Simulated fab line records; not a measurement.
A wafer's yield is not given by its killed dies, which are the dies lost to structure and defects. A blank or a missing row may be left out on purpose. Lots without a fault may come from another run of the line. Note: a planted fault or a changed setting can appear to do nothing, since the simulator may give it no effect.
Problem report in the 8D (eight disciplines) form, filled by code :: flow n5 finfet :: the parts of the form that need people (team, actions taken, sign-off) are left out

## 1. THE PROBLEM
Mean RS_NWELL at N5_BEOL_M4_RC_MEAS_101: 1261 ohm/sq over 6 wafers in 2 lots; fault-free wafers: 1037 ohm/sq, standard deviation 6. Measured from the usual mean, that is +37 standard deviations.
First observed at day 12 00:50: wafer L983.4, on prober-02. At this step, 27 wafers from 9 lots have a number in the record. By rule, "out" or "out of limits" means more than 4 standard deviations away from the usual mean. The rest of the wafers with a number are treated as sound.

## 2. WHAT IT IS, AND WHAT IT ISN'T
question: which readings at this step
is: RS_NWELL
is not: SS_P

question: which lots
is: L983, L984
is not: L969, L970, L971, L976, L987, L989, L991

question: which wafers of those lots
is: all that have a number
is not: -

question: read on which gauges
is: prober-01, prober-02
is not: -

question: when
is: from day 12 00:50
is not: up to then (12 sound wafers); but 9 sound wafers of L987, L989, L991 came after

## 3. WHAT RULES OUT EACH SUSPECT
Counting: a tool at a process step up to the reading stays a suspect if it ran every lot that is out and no sound lot after the first of them.
- the gauge at N5_BEOL_M4_RC_MEAS_101: ruled out. Those wafers that are out were read across 2 gauges (prober-01, prober-02).
- implanter-01 at N5_WELL_APT_IMPLANT_14: kept. Every lot that is out went through it, starting with L983 (day 5 07:58), and after that it ran no sound lot; the last sound lot it ran before then is L976 (day 3 13:58). Its own dose ions cm2, faraday current uA readings are out on those wafers.
The count leaves implanter-01 at N5_WELL_APT_IMPLANT_14.

## 4. THE CAUSE (what the simulator had put in)
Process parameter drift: implanter-01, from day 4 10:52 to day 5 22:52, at N5_WELL_APT_IMPLANT_14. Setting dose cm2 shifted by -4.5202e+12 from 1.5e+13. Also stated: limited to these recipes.
This tool alone remained once counting was done.

## 5. THE EFFECT CHAIN, in route order
Each row: a reading where the mean over the struck wafers with a number is more than 3 standard deviations away from the usual. Only readings whose record carries a usual standard deviation are examined. hours: median over the lots of the time between each lot's start at the first step of this table that gives one and its start at this step. sigmas: the change, counted in usual standard deviations.
hours: 0
step: N5_WELL_APT_IMPLANT_14
reading: dose ions cm2
usual: 1.5e+13
on struck wafers: 1.0e+13
change: -4.5e+12
sigmas: -99 or more

hours: 0
step: N5_WELL_APT_IMPLANT_14
reading: faraday current uA
usual: 190
on struck wafers: 136
change: -54
sigmas: -15

hours: 163
step: N5_BEOL_M4_RC_MEAS_101
reading: RS_NWELL
usual: 1037 ohm/sq
on struck wafers: 1261
change: +224
sigmas: +37
Process steps it contains:
- N5_WELL_APT_IMPLANT_14

## 6. HOW IT WOULD HAVE BEEN CAUGHT EARLIER
182 hours passed between the start of the fault at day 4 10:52 and the first reading out of limits at a measuring or inspecting step in this record, taken at day 12 00:50.
The tool's own readings at N5_WELL_APT_IMPLANT_14 were out on every struck wafer that the step has a row for (dose ions cm2, faraday current uA): an alarm limit on them would have fired on the first of those.
The start of N5_WELL_APT_IMPLANT_14 on implanter-01 came by day 12 00:50 for every one of the lots that are out (2). Had the tool been put on hold then, not one of them would have been saved.
